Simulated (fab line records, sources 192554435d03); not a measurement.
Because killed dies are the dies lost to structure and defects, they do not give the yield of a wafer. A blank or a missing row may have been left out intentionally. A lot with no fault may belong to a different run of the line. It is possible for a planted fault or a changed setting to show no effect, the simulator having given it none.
Chamber matching	flow n5-finfet	4 sister chambers for N5_BEOL_M11_VIA_ETCH_34 on rie-diel-01
The step etches SiCOH lowk in C4F6/O2, target depth 184.5 nm, time 69.2 s. 16 wafers are shown with their chamber, then 8 later ones without.

== WAFERS PAIRED WITH THEIR CHAMBERS ==
wafer	chamber	drypump-motor-current-A (A)	rf-vpp-V (V)	showerhead-plenum-p-Torr (Torr)
L076.3	2	6.8	673	2.73
L076.4	3	6.3	655	2.80
L076.6	0	5.1	672	2.75
L077.2	3	6.3	655	2.80
L077.4	0	5.1	671	2.75
L077.6	0	5.1	674	2.75
L081.1	1	6.3	634	2.91
L081.4	3	6.3	656	2.80
L081.5	3	6.3	655	2.80
L082.2	2	6.8	672	2.72
L082.4	1	6.4	633	2.91
L082.5	3	6.3	655	2.80
L086.2	1	6.4	632	2.90
L086.4	2	6.8	673	2.72
L086.5	0	5.1	674	2.74
L088.4	0	5.1	671	2.74

SIGNATURES, as means of the wafers listed above
reading	chamber 0	chamber 1	chamber 2	chamber 3	scatter within a chamber
drypump-motor-current-A	5.100	6.367	6.800	6.300	0.0236
rf-vpp-V	672.40	633.00	672.67	655.20	1.03
showerhead-plenum-p-Torr	2.7460	2.9067	2.7233	2.8000	0.00459
Rule: distance of a wafer from a chamber = root of the sum over the readings of ((wafer's reading minus chamber's mean) / reading's scatter) squared. If the next closest chamber is less than 2 further off than the closest, the wafer can't be placed; otherwise it belongs to the closest. The scatter: take each reading less its chamber's mean, square it, sum over the shown wafers, divide by the number of wafers less the number of chambers, and take the root.

== WAFERS WHOSE CHAMBER IS MISSING ==
wafer	drypump-motor-current-A (A)	rf-vpp-V (V)	showerhead-plenum-p-Torr (Torr)
L088.5	5.1	673	2.74
L088.6	6.3	633	2.90
L093.2	6.4	634	2.89
L093.3	5.1	671	2.74
L093.6	5.1	672	2.74
L097.3	5.1	672	2.74
L097.4	6.8	671	2.71
L097.6	6.3	654	2.79

== CHAMBER TAKEN BY EACH ==
wafer	from the rows above	in truth
L088.5	0	0
L088.6	1	1
L093.2	1	1
L093.3	0	0
L093.6	0	0
L097.3	0	0
L097.4	2	2
L097.6	3	3
Placed correctly: 8 of 8. From these rows, 0 cannot be placed. Placed wrongly: 0.
